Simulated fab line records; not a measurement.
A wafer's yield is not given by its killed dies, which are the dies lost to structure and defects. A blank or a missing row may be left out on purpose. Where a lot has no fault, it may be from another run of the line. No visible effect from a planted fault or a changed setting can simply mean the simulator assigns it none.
fab line records	flow nandHarc
record lots=5	wafers=15	lastDay=23
route steps=1159 shown P_GATE@185 END@1159
lots that met no fault: taken from a fault-free run of the same line
startH: hours from the record's first day to the start of the lot's first wafer shown	waitH: hours elapsed since this lot's preceding step	" same as the row above	L1.1+2: a single row standing in for several wafers	- value missing, or start not given	* or withheld: withheld	< > ~ a bound
route shown NAME@n: names a module that has steps shown in the file, with the first one's number in the route	usual: mean/standard deviation of fault-free wafers	same: alike in all rows	chamber/n: place in a boat	sites: readings site by site	_std_site: standard deviation of those values	_edge_site: inner sites' mean taken away from outer sites' mean	radiusMm: how far each site lies from the wafer's centre	mask NAME#n: copy n	behind: the tool/chamber that last shaped the wafer	hold: cause of the lot's hold/its duration in hours/its outcome	device: which transistor (n, p or np) failed to switch	end of line: tests run on the same wafers once the route is complete	where a step has no rows: the recipe by itself	killed: the dies lost at the first sort to structure and to defects; this is not the yield of the wafer	map: dies across one wafer; x = killed, . = not, _ = none there
set.NAME: the run value of the setting; set.NAME@STEP: its run value at that earlier step	model.NAME: the simulator's own value behind a step, which no gauge read
lots seen at some steps along the route; tables by step, rows by wafer
services: the hour from which a tool's chamber was out of use, counted from the record's first day as startH (under 0 if before that day), plus the number of hours and why
## steps
# step NHARC_P_GATE_CD_MEAS_59
# recipe targetCdNm=720	landingEnergyEv=500
# usual cdNm=719.4/2.4
# same landingEnergyEv=500
lot.wafer	tool	chamber	startH	waitH	cdNm
L727.2	cdSem-02	0	113.81	-	721.1
L727.5	"	0	"	"	720.9
L727.6	"	0	"	"	719.8
L730.1	cdSem-01	0	130.50	-	718.3
L730.3	"	0	"	"	720.7
L730.4	"	0	"	"	721.1
L733.1	cdSem-01	0	145.09	-	725.8
L733.3	"	0	"	"	718.8
L733.4	"	0	"	"	720.0
L739.1	cdSem-01	0	185.44	-	725.1
L739.5	"	0	"	"	722.7
L739.6	"	0	"	"	720.4
L740.1	cdSem-03	0	191.74	-	719.4
L740.3	"	0	"	"	724.5
L740.4	"	0	"	"	719.3
# step NHARC_P_GATE_HARDBAKE_60
# recipe tempC=125	timeS=80
# step NHARC_P_GATE_DESCUM_61
# recipe timeS=3	o2FlowSccm=200	arFlowSccm=0	biasPowerW=0	chemistry=O2
# usual chamberPressureMTorr=59.99/0.049	drypumpMotorCurrentA=5.5/0.34	oesProductAu=1.002/0.013	rfVppV=57.5/0.84	showerheadPlenumPTorr=1.86/0.055	throttleValvePct=11.312/0.0084
# same timeS=3
lot.wafer	tool	chamber	startH	waitH	chamberPressureMTorr	drypumpMotorCurrentA	oesProductAu	rfHoursCounterH	rfVppV	showerheadPlenumPTorr	throttleValvePct
L727.2	rieDiel-11	0	113.98	-	60.05	6.0	0.998	35	59.2	1.98	11.318
L727.6	"	3	"	"	60.04	5.5	1.007	-	57.7	1.84	11.294
L727.5	"	0	"	"	60.01	6.0	0.990	-	58.4	1.98	11.310
L730.3	rieDiel-05	0	130.68	-	60.00	5.6	1.021	26	57.3	1.80	11.325
L730.1	"	1	"	"	60.00	5.4	0.985	25	57.6	1.86	11.323
L730.4	"	1	"	"	59.94	5.4	0.996	-	58.2	1.86	11.326
L733.3	rieDiel-05	3	145.26	-	59.96	5.5	1.013	20	58.7	1.85	11.299
L733.4	"	0	"	"	59.97	5.6	1.017	28	56.6	1.80	11.302
L733.1	"	1	"	"	59.99	5.4	1.006	28	56.3	1.86	11.310
L739.1	rieDiel-05	1	185.60	-	59.95	5.4	0.992	2	57.2	1.86	11.305
L739.6	"	1	"	"	59.98	5.4	0.974	-	57.1	1.86	11.298
L739.5	"	2	"	"	60.02	5.6	1.025	-	58.3	1.85	11.308
L740.3	rieDiel-05	3	191.92	-	59.97	5.5	1.027	3	57.5	1.84	11.309
L740.4	"	0	"	"	59.94	5.6	1.011	3	57.1	1.80	11.303
L740.1	"	1	"	"	60.02	5.4	0.992	3	58.7	1.86	11.309
# step NHARC_P_GATE_IMPLANT_62
# recipe energyKev=20	doseCm2=3e+15	tiltDeg=7
# step NHARC_P_GATE_STRIP_112
# recipe powerW=1500	tempC=110	timeS=200	chemistry=N2/H2
# usual drypumpMotorCurrentA=5.7/0.41	heaterPowerW=85/11	tempC=109.99/0.12
# same timeS=200
lot.wafer	tool	chamber	startH	waitH	drypumpMotorCurrentA	heaterPowerW	rfHoursCounterH	tempC
L727.2	plasmaAsher-01	0	114.33	0.2	5.6	74	1	110.06
L727.5	"	0	"	"	5.6	71	-	110.05
L727.6	"	1	"	"	5.3	81	-	109.91
L730.1	plasmaAsher-02	1	131.10	0.2	5.4	89	41	110.05
L730.4	"	0	"	"	6.4	100	-	110.11
L730.3	"	1	"	"	5.4	93	-	110.06
L733.1	plasmaAsher-01	0	145.67	0.2	5.6	72	13	109.94
L733.3	"	1	"	"	5.3	78	-	109.88
L733.4	"	0	"	"	5.6	71	-	110.12
L739.1	plasmaAsher-01	1	186.01	0.2	5.3	80	26	110.01
L739.6	"	0	"	"	5.6	72	-	109.88
L739.5	"	1	"	"	5.3	81	-	110.02
L740.1	plasmaAsher-02	1	192.28	0.2	5.4	89	0	110.32
L740.4	"	1	"	"	5.4	90	-	109.92
L740.3	"	0	"	"	6.4	101	-	109.90
# step NHARC_P_GATE_STRIP_76
# recipe powerW=1500	tempC=250	chemistry=O2
# usual drypumpMotorCurrentA=5.7/0.41	heaterPowerW=320/39	tempC=250.01/0.17
lot.wafer	tool	chamber	startH	waitH	drypumpMotorCurrentA	heaterPowerW	rfHoursCounterH	tempC
L727.2	plasmaAsher-01	0	114.59	0.2	5.6	265	2	249.65
L727.5	"	0	"	"	5.6	267	-	249.84
L727.6	"	1	"	"	5.3	304	-	250.05
L730.1	plasmaAsher-02	1	131.33	0.2	5.4	332	42	249.72
L730.4	"	0	"	"	6.4	364	-	249.99
L730.3	"	1	"	"	5.4	339	-	249.93
L733.1	plasmaAsher-01	0	145.90	0.2	5.7	276	13	250.07
L733.3	"	1	"	"	5.4	301	-	249.69
L733.4	"	0	"	"	5.6	265	-	249.72
L739.1	plasmaAsher-01	1	186.24	0.2	5.3	297	26	250.23
L739.6	"	0	"	"	5.6	273	-	250.25
L739.5	"	1	"	"	5.3	301	-	250.14
L740.1	plasmaAsher-02	1	192.54	0.2	5.4	328	0	249.91
L740.4	"	1	"	"	5.5	330	-	250.27
L740.3	"	0	"	"	6.4	370	-	249.90
# step NHARC_P_GATE_STRIP_63
# recipe timeS=900	tempC=130	chemistry=SPM
# step NHARC_P_GATE_DEHYDRATE_83
# recipe tempC=150	timeS=120
# step NHARC_P_GATE_HMDS_84
# recipe timeS=30
# step NHARC_P_GATE_COAT_85
# recipe spinRpm=3000
# step NHARC_P_GATE_SOFTBAKE_86
# recipe tempC=122	timeS=95
# step NHARC_P_GATE_EBR_87
# step NHARC_P_GATE_EXPOSE_88
# recipe na=0.6	targetCdNm=2000	doseMj=11.87	maskId=P_HVN
# usual focusOffsetNm=-0.1/0.46
lot.wafer	tool	chamber	startH	waitH	mask	focusOffsetNm
L727.2	krfScanner-02	0	115.36	-	P_HVN#0	0.5
L727.5	"	0	"	"	P_HVN#0	0.2
L727.6	"	0	"	"	P_HVN#0	0.4
L730.1	krfScanner-02	0	132.10	-	P_HVN#0	0.5
L730.3	"	0	"	"	P_HVN#0	0.3
L730.4	"	0	"	"	P_HVN#0	0.5
L733.1	krfScanner-02	0	146.66	-	P_HVN#0	0.2
L733.3	"	0	"	"	P_HVN#0	-0.9
L733.4	"	0	"	"	P_HVN#0	0.8
L739.1	krfScanner-04	0	186.99	-	P_HVN#0	-0.3
L739.5	"	0	"	"	P_HVN#0	-0.5
L739.6	"	0	"	"	P_HVN#0	-0.7
L740.1	krfScanner-04	0	193.17	-	P_PSD#0	0.0
L740.3	"	0	"	"	P_PSD#0	0.1
L740.4	"	0	"	"	P_PSD#0	0.2
# step NHARC_P_GATE_PEB_89
# recipe pebTempC=118	pebTimeS=85
# step NHARC_P_GATE_DEVELOP_90
# recipe timeS=70
# step NHARC_P_GATE_CD_MEAS_91
# recipe targetCdNm=2000	landingEnergyEv=500
# usual cdNm=1999/3.1
# same landingEnergyEv=500
lot.wafer	tool	chamber	startH	waitH	cdNm
L727.2	cdSem-01	0	115.52	-	2003
L727.5	"	0	"	"	2003
L727.6	"	0	"	"	2000
L730.1	cdSem-03	0	132.26	-	1996
L730.3	"	0	"	"	1999
L730.4	"	0	"	"	1999
L733.1	cdSem-02	0	146.82	-	2002
L733.3	"	0	"	"	1997
L733.4	"	0	"	"	2001
L739.1	cdSem-01	0	187.15	-	2003
L739.5	"	0	"	"	2002
L739.6	"	0	"	"	2004
L740.1	cdSem-03	0	193.33	-	-
L740.3	"	0	"	"	-
L740.4	"	0	"	"	-
# step NHARC_P_GATE_HARDBAKE_92
# recipe tempC=125	timeS=80
# step NHARC_END_SORT_01
# recipe tempC=25
# usual killedAtArray=28/11	killedAtOther=0.7/0.88	killedAtPeriphery=3.1/2.2	killedDies=31/12	killedOpen=3.3/2	killedShort=2.0/1.6
# same grossDies=677
lot.wafer	tool	chamber	startH	waitH	hold	killedAtArray	killedAtOther	killedAtPeriphery	killedDies	killedOpen	killedShort
L727.2	prober-01	0	452.21	2.8	-	34	1	3	38	2	4
L727.5	prober-01	0	454.61	3.7	-	23	0	5	28	3	3
L727.6	prober-01	0	455.40	4.0	-	32	3	7	42	3	6
L730.1	prober-02	0	467.06	2.5	-	10	0	2	12	2	2
L730.3	prober-02	0	468.67	3.1	-	11	0	1	12	4	1
L730.4	prober-02	0	469.48	3.4	-	10	1	5	16	3	5
L733.1	prober-01	0	487.69	2.5	-	31	2	2	35	1	2
L733.3	prober-01	0	489.28	3.1	-	30	1	2	33	6	2
L733.4	prober-01	0	490.08	3.4	-	39	2	3	44	7	3
L739.1	prober-01	0	517.59	2.5	-	23	0	2	25	3	0
L739.5	prober-01	0	520.74	3.6	-	30	0	3	33	4	3
L739.6	prober-01	0	521.53	3.9	-	23	0	1	24	2	0
L740.1	prober-01	0	544.12	2.5	awaitDispo/9.4h/scrap	16	1	660	677	0	1
L740.3	prober-01	0	545.73	3.1	awaitDispo/9.4h/scrap	27	1	649	677	3	5
L740.4	prober-01	0	546.53	3.4	awaitDispo/9.4h/scrap	15	2	660	677	3	3
# killed by level:class
L727.2 A_SLIT:chamberFilmFlake=13 A_CHANNEL_HOLE_D1:chamberFilmFlake=10 A_CONTACT:chamberFilmFlake=4 A_STAIRCASE:chamberFilmFlake=2 P_CONTACT:geometricParticle:short=1 P_M0:geometricParticle:short=1 A_ONON_D1:geometricParticle:short=1 A_STAIRCASE:geometricParticle:open=1
L727.5 A_CHANNEL_HOLE_D1:chamberFilmFlake=12 A_SLIT:chamberFilmFlake=5 A_CONTACT:geometricParticle:open=2 P_ZERO_WELL:chamberFilmFlake=2 P_STI:geometricParticle:short=1 A_CHANNEL_FILL_D1:geometricParticle:open=1 A_WL_FILL:geometricParticle:short=1 A_BLC:geometricParticle:short=1
L727.6 A_CHANNEL_HOLE_D1:chamberFilmFlake=14 A_SLIT:chamberFilmFlake=8 THIN_TSV:chamberFilmFlake=3 A_CONTACT:chamberFilmFlake=3 P_STI:geometricParticle:open=2 A_ONON_D1:geometricParticle:short=2 P_M0:geometricParticle:short=1 A_CHANNEL_HOLE_D1:geometricParticle:short=1
L730.1 A_CHANNEL_HOLE_D1:chamberFilmFlake=4 A_CONTACT:chamberFilmFlake=2 P_CONTACT:geometricParticle:short=1 P_M0:geometricParticle:open=1 A_ONON_D1:geometricParticle:open=1 A_WL_FILL:geometricParticle:short=1 A_WL_FILL:chamberFilmFlake=1 A_BLC:chamberFilmFlake=1
L730.3 A_CONTACT:geometricParticle:open=2 A_M0:geometricParticle:open=2 A_CHANNEL_HOLE_D1:chamberFilmFlake=2 A_CONTACT:chamberFilmFlake=2 A_SLIT:chamberFilmFlake=1 A_CHANNEL_FILL_D1:geometricParticle:short=1 P_ZERO_WELL:chamberFilmFlake=1 A_WL_FILL:chamberFilmFlake=1
L730.4 P_GATE:geometricParticle:short=3 P_GATE:chamberFilmFlake=2 A_CONTACT:chamberFilmFlake=2 A_ONON_D1:geometricParticle:open=1 A_WL_FILL:geometricParticle:short=1 A_CONTACT:geometricParticle:open=1 A_CONTACT:geometricParticle:short=1 A_M0:geometricParticle:open=1
L733.1 A_SLIT:chamberFilmFlake=15 A_CHANNEL_HOLE_D1:chamberFilmFlake=13 THIN_TSV:chamberFilmFlake=2 P_M0:geometricParticle:short=1 A_ONON_D1:geometricParticle:open=1 A_CHANNEL_HOLE_D1:geometricParticle:short=1 P_M2:chamberFilmFlake=1 A_CONTACT:chamberFilmFlake=1
L733.3 A_SLIT:chamberFilmFlake=11 A_CHANNEL_HOLE_D1:chamberFilmFlake=8 A_CONTACT:chamberFilmFlake=4 P_CONTACT:geometricParticle:open=2 A_CHANNEL_FILL_D1:geometricParticle:open=1 A_SGD_CUT:geometricParticle:short=1 A_SGD_CUT:geometricParticle:open=1 A_CONTACT:geometricParticle:open=1
L733.4 A_CHANNEL_HOLE_D1:chamberFilmFlake=14 A_SLIT:chamberFilmFlake=10 A_CONTACT:chamberFilmFlake=4 A_CHANNEL_FILL_D1:geometricParticle:open=2 A_CHANNEL_FILL_D1:geometricParticle:short=2 A_CONTACT:geometricParticle:open=2 P_GATE:chamberFilmFlake=2 THIN_TSV:chamberFilmFlake=2
L739.1 A_SLIT:chamberFilmFlake=14 A_STAIRCASE:chamberFilmFlake=3 A_CHANNEL_HOLE_D1:chamberFilmFlake=2 P_GATE:geometricParticle:open=1 A_CHANNEL_HOLE_D1:geometricParticle:open=1 A_WL_FILL:geometricParticle:open=1 P_GATE:chamberFilmFlake=1 A_WL_FILL:chamberFilmFlake=1
L739.5 A_CHANNEL_HOLE_D1:chamberFilmFlake=10 A_SLIT:chamberFilmFlake=7 A_ONON_D1:geometricParticle:open=3 A_WL_FILL:geometricParticle:short=2 P_STI:chamberFilmFlake=2 A_STAIRCASE:chamberFilmFlake=2 A_CONTACT:chamberFilmFlake=2 A_M1:chamberFilmFlake=2
L739.6 A_SLIT:chamberFilmFlake=8 A_STAIRCASE:chamberFilmFlake=6 A_CHANNEL_HOLE_D1:chamberFilmFlake=5 A_CHANNEL_FILL_D1:chamberFilmFlake=2 P_STI:geometricParticle:open=1 A_CONTACT:geometricParticle:open=1 A_CONTACT:chamberFilmFlake=1
L740.1 P_GATE:areaExpose=659 A_CHANNEL_HOLE_D1:chamberFilmFlake=11 A_STAIRCASE:chamberFilmFlake=2 A_BLC:geometricParticle:short=1 P_GATE:chamberFilmFlake=1 A_SGD_CUT:chamberFilmFlake=1 A_CONTACT:chamberFilmFlake=1 THIN_TSV:chamberFilmFlake=1
L740.3 P_GATE:areaExpose=645 A_CHANNEL_HOLE_D1:chamberFilmFlake=15 A_CONTACT:chamberFilmFlake=7 A_WL_FILL:geometricParticle:short=2 P_STI:geometricParticle:open=1 P_CONTACT:geometricParticle:short=1 P_M0:geometricParticle:short=1 A_CHANNEL_FILL_D1:geometricParticle:short=1
L740.4 P_GATE:areaExpose=657 A_CHANNEL_HOLE_D1:chamberFilmFlake=8 A_WL_FILL:geometricParticle:short=2 P_GATE:chamberFilmFlake=2 THIN_TSV:chamberFilmFlake=2 P_CONTACT:geometricParticle:open=1 A_CONTACT:chamberFilmFlake=1 A_SGD_CUT:geometricParticle:short=1
# map L740.1 (x killed, . not)
____________x____________
_________xxxxxxx_________
_______xxxxxxxxxxx_______
______xxxxxxxxxxxxx______
_____xxxxxxxxxxxxxxx_____
____xxxxxxxxxxxxxxxxx____
____xxxxxxxxxxxxxxxxx____
___xxxxxxxxxxxxxxxxxxx___
___xxxxxxxxxxxxxxxxxxx___
__xxxxxxxxxxxxxxxxxxxxx__
__xxxxxxxxxxxxxxxxxxxxx__
_xxxxxxxxxxxxxxxxxxxxxxx_
_xxxxxxxxxxxxxxxxxxxxxxx_
_xxxxxxxxxxxxxxxxxxxxxxx_
_xxxxxxxxxxxxxxxxxxxxxxx_
_xxxxxxxxxxxxxxxxxxxxxxx_
xxxxxxxxxxxxxxxxxxxxxxxxx
xxxxxxxxxxxxxxxxxxxxxxxxx
xxxxxxxxxxxxxxxxxxxxxxxxx
xxxxxxxxxxxxxxxxxxxxxxxxx
xxxxxxxxxxxxxxxxxxxxxxxxx
_xxxxxxxxxxxxxxxxxxxxxxx_
_xxxxxxxxxxxxxxxxxxxxxxx_
_xxxxxxxxxxxxxxxxxxxxxxx_
_xxxxxxxxxxxxxxxxxxxxxxx_
_xxxxxxxxxxxxxxxxxxxxxxx_
__xxxxxxxxxxxxxxxxxxxxx__
__xxxxxxxxxxxxxxxxxxxxx__
___xxxxxxxxxxxxxxxxxxx___
___xxxxxxxxxxxxxxxxxxx___
____xxxxxxxxxxxxxxxxx____
____xxxxxxxxxxxxxxxxx____
_____xxxxxxxxxxxxxxx_____
______xxxxxxxxxxxxx______
_______xxxxxxxxxxx_______
_________xxxxxxx_________
____________x____________
# map L739.5 (x killed, . not)
____________.____________
_________......._________
_______..........._______
______.x.......x...______
_____..............._____
____.................____
____.................____
___...................___
___...................___
__.....................__
__.....................__
_...x..................x_
_......................._
_......................._
_...............x......._
_......................._
.........................
.........................
..............x..........
.x...............x.......
...................x.....
_...................x..._
_...............x....x.._
_.................x.x..x_
_...................x..._
_...................x..._
__.......x..........xxx__
__.........x........xx.__
___...............x.x.___
___......x...x.......x___
____.......x.........____
____....x.........x..____
_____..........x...._____
______.............______
_______..........._______
_________......._________
____________.____________
## services
tool	chamber	startH	hours	kind
rieDiel-05	0	94.30	-	clean
rieDiel-05	1	94.30	-	clean
rieDiel-05	2	94.30	-	clean
rieDiel-05	3	94.30	-	clean
plasmaAsher-01	-	99.00	9.0	pm
plasmaAsher-01	0	99.00	9.0	ventCycle
plasmaAsher-01	1	99.00	9.0	ventCycle
krfScanner-04	-	105.08	0.6	repair
plasmaAsher-01	0	108.00	-	clean
plasmaAsher-01	1	108.00	-	clean
rieDiel-05	0	118.85	-	clean
rieDiel-05	1	118.85	-	clean
rieDiel-05	2	118.85	-	clean
rieDiel-05	3	118.85	-	clean
rieDiel-05	3	119.35	19.2	repair
krfScanner-02	-	135.23	0.8	repair
krfScanner-04	-	137.06	4.0	pm
rieDiel-05	0	143.35	-	clean
rieDiel-05	1	143.35	-	clean
plasmaAsher-02	-	155.82	0.7	repair
rieDiel-05	-	164.53	9.0	pm
rieDiel-11	0	180.93	2.1	repair
plasmaAsher-02	-	183.00	9.0	pm
rieDiel-11	-	191.37	9.0	pm
## key
firstSign step=NHARC_P_GATE_EXPOSE_88	reading=mask	direction=changed
effect step=NHARC_P_GATE_CD_MEAS_91	reading=cdNm	direction=missing
effect step=NHARC_END_SORT_01	reading=killedAtPeriphery	direction=up	sigmas=99+	usual=3.1	struck=656.3
moreKillsBornAt NHARC_P_GATE_EXPOSE_88@krfScanner-04=1961
metAt NHARC_P_GATE_EXPOSE_88
struckWafers L740.1,L740.3,L740.4
laterRowsLeftOut L740.1,L740.3,L740.4
testerLeftOut L740
onsetBetween 186.99 193.17
fault kind=wrongMask	tool=any	chamber=-	onsetH=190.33	steps=NHARC_P_GATE_EXPOSE_88	auxCopy=P_PSD#0	scope=struckLotsOnly
# testerLeftOut: of these lots the tester's yield and bins aren't shown, on N5 and GAA mostly nor the transistor test; their killed dies are dies lost to structure and defects alone, not to doping, threshold or leakage, so they don't give the yield
# laterRowsLeftOut: the simulator's readings of these wafers behind a module that went badly wrong aren't trusted and aren't shown, but for the sort
